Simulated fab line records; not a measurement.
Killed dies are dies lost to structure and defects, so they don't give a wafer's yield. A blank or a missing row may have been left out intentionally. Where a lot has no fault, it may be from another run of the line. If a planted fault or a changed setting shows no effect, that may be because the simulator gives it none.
A single fault, viewed from 2 desks || flow n5 finfet || each desk holds nothing but its own numbers, with what lay behind them at the end

== THE METROLOGY DESK ==
Lot by lot, what the gauges showed, no matter which tool ran the lot: averages of those sampled wafers that carry a number. The brackets show how far a lot's mean lies from the usual mean; more than 4 standard deviations puts the lot out of limits, marked OUT. Shown here are 7 of its 10 readings, the ones lying furthest out on some lot.
Columns: A = DIBL_N at N5_BEOL_M4_RC_MEAS_101, usual 36.2 mV/V; B = DIBL_P at N5_BEOL_M4_RC_MEAS_101, usual 36.3 mV/V; C = IOFF_N at N5_BEOL_M4_RC_MEAS_101, usual 0.155 nA/um; D = IOFF_P at N5_BEOL_M4_RC_MEAS_101, usual 0.210 nA/um; E = ION_P at N5_BEOL_M4_RC_MEAS_101, usual 465 uA/um; F = SS_N at N5_BEOL_M4_RC_MEAS_101, usual 71.4 mV/dec; G = VT_N at N5_BEOL_M4_RC_MEAS_101, usual 249.9 mV
{"lot": "L162", "first seen here": "day 8 08:42", "A": 35.4, "B": 36.6, "C": 0.139, "D": 0.189, "E": 465, "F": 71.0, "G": 252.6}
{"lot": "L164", "first seen here": "day 8 20:08", "A": 34.4, "B": 34.7, "C": 0.133, "D": 0.189, "E": 464, "F": 70.5, "G": 251.4}
{"lot": "L166", "first seen here": "day 9 14:22", "A": 37.0, "B": 36.4, "C": 0.152, "D": 0.187, "E": 460, "F": 71.3, "G": 250.8}
{"lot": "L172", "first seen here": "day 11 13:34", "A": 36.4, "B": 36.3, "C": 0.174, "D": 0.236, "E": 469, "F": 71.6, "G": 248.0}
{"lot": "L180", "first seen here": "day 12 20:55", "A": 35.1, "B": 36.0, "C": 0.156, "D": 0.213, "E": 469, "F": 71.1, "G": 247.6}
{"lot": "L181", "first seen here": "day 13 15:44", "A": 35.2, "B": 35.9, "C": 0.132, "D": 0.171, "E": 457, "F": 71.1, "G": 250.9}
{"lot": "L182", "first seen here": "day 13 20:10", "A": 37.4, "B": 36.6, "C": 0.153, "D": 0.209, "E": 463, "F": 71.5, "G": 250.4}
{"lot": "L184", "first seen here": "day 14 10:47", "A": 36.6, "B": 35.0, "C": 0.150, "D": 0.182, "E": 456, "F": 71.5, "G": 250.8}
{"lot": "L183", "first seen here": "day 14 17:31", "A": 37.0, "B": 36.7, "C": 0.173, "D": 0.215, "E": 466, "F": 71.4, "G": 247.6}
This desk's verdict: no lot among the 9 shows anything out of limits.

== TOOL OWNER'S DESK, litho track-01 ==
The tool's own readings at N5_DUMMY_GATE_COAT_35 (time 60 s, resist thk 10 nm): means of the sampled wafers that have a number, for each lot that ran on this tool. The brackets show how far a lot's mean lies from the usual mean; more than 4 standard deviations puts the lot out of limits, marked OUT.
Columns: A = spin speed rpm at N5_DUMMY_GATE_COAT_35, usual 1499.9 rpm
{"lot": "L166", "first seen here": "day 4 05:12", "A": 1500.3}
{"lot": "L172", "first seen here": "day 5 15:02", "A": 1499.7}
{"lot": "L180", "first seen here": "day 7 14:58", "A": "1803.8 (+99 or more) OUT"}
{"lot": "L181", "first seen here": "day 8 00:40", "A": "1804.6 (+99 or more) OUT"}
This desk's verdict: out of limits on L180, L181, starting with L180 at day 7 14:58 (spin speed rpm at N5_DUMMY_GATE_COAT_35). In limits: L166, L172.

== TAKEN TOGETHER ==
The tool owner's desk had the chance to raise an alarm at day 7 14:58 on L180, L181.
The metrology desk saw nothing out of limits.
The metrology desk holds a record of L180, L181, inside its limits.
All the named lots went through N5_DUMMY_GATE_COAT_35 on litho track-01.

== WHAT THE SIMULATOR PUT IN ==
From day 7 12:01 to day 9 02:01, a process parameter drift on litho track-01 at N5_DUMMY_GATE_COAT_35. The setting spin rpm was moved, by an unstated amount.
Shown lots that were struck: L180, L181.
Each desk's first reading out of limits, in hours after the fault started: the tool owner's desk, 3.
